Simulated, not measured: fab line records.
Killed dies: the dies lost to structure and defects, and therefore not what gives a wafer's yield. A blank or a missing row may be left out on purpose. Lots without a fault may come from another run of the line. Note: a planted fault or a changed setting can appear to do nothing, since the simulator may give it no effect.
Code-filled problem report in 8D (eight disciplines) form ; flow n5Finfet ; the parts of the form that need people (team, actions taken, sign-off) are left out

== 1. THE ISSUE ==
Wafers without a fault read 12, standard deviation 4.7; rawDefectCount at N5_STI_FIN_REVEAL_INSPECT_13 reads a mean of 811 on 6 wafers belonging to 2 lots. That is +99 or more standard deviations from the usual mean.
The step: inspects for defects (darkfield).
First observed at day 3 13:37: wafer L714.1, on defectInspect-02. Wafers with a number at this step in the record: 27, from 9 lots. Rule for "out" (also "out of limits"): further than 4 standard deviations from the usual mean. All remaining wafers that have a number are taken as sound.

== 2. WHAT THIS IS AND IS NOT ==
question;is;is not
which readings at this step;rawDefectCount;-
which lots;L714, L715;L711, L713, L724, L729, L730, L731, L733
which wafers of those lots;all that have a number;-
read on which gauges;defectInspect-01, defectInspect-02;-
when;from day 3 13:37;"up to then (6 sound wafers); but 15 sound wafers of L724, L729, L730, L731, L733 came after"

== 3. THE SUSPECTS, EACH WITH WHAT RULES IT OUT ==
Counting: any tool at a process step up to the reading is kept as a suspect provided that every lot that is out went through it and no sound lot did after the first of them.
- the gauge at N5_STI_FIN_REVEAL_INSPECT_13: ruled out. Those wafers that are out were read across 2 gauges (defectInspect-01, defectInspect-02).
- vaporEtch-02 at N5_FIN_CUT_PRECLEAN_35 (cleans in vHF, time 13.3 s): ruled out as a lasting fault. Following L714 (day 3 04:20), the first lot on it that is out, the sound lots L729, L730, L733 were run on it.
- rieDiel-02 at N5_STI_FIN_REVEAL_STRIP_24 (strips in N2/H2, time 90 s): ruled out as a lasting fault. Following L714 (day 3 10:37), the first lot on it that is out, the sound lots L731 were run on it.
Left after counting: nothing in the record.

== 4. THE CAUSE (what the simulator had put in) ==
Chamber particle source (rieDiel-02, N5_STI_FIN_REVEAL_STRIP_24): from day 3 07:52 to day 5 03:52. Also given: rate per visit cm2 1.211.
Counting ruled it out, wrongly: the rule takes a fault to strike every lot that its tool runs from its start on, and this one did not.

== 5. THE EFFECT CHAIN, in route order ==
Each row: a reading where the mean over the struck wafers with a number is more than 3 standard deviations away from the usual. Scope: only readings with a usual standard deviation given in the record; hours: median across lots of the time from each lot's start at the first step in this table that gives one to its start at this step; sigmas: change in usual standard deviations.
hours;step;reading;usual;on struck wafers;change;sigmas
0;N5_STI_FIN_REVEAL_INSPECT_13;rawDefectCount;12;811;+799;+99 or more
238;N5_PASSIVATION_PROBE_49;defectLimitedYield;91.7 %;81.5;-10.2;-6.8
238;N5_PASSIVATION_PROBE_49;killedAtFrontEnd;38;168;+130;+12
238;N5_PASSIVATION_PROBE_49;killedDies;97;218;+122;+7.1
238;N5_PASSIVATION_PROBE_49;sort_bin_5_function;4.8 %;11.7;+6.9;+7.6
238;N5_PASSIVATION_PROBE_49;sortNPass;1083;962;-122;-7.1
238;N5_PASSIVATION_PROBE_49;sortYieldPct;91.7 %;81.5;-10.2;-6.8
Its process steps:
- N5_PASSIVATION_PROBE_49
Later steps that measure or inspect, where all struck wafers having a row at the step show a number for every such reading and not one has moved that far: N5_BEOL_M4_RC_MEAS_101.

== 6. HOW IT WOULD HAVE BEEN CAUGHT EARLIER ==
Counted from the fault's start at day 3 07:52, it took 6 hours until the first out-of-limits reading at a measuring or inspecting step in this record, taken at day 3 13:37.
Of the tool readings at N5_STI_FIN_REVEAL_STRIP_24 for which the record gives a usual standard deviation, none was out on any struck wafer, so an alarm limit of 4 standard deviations on them would not have fired.
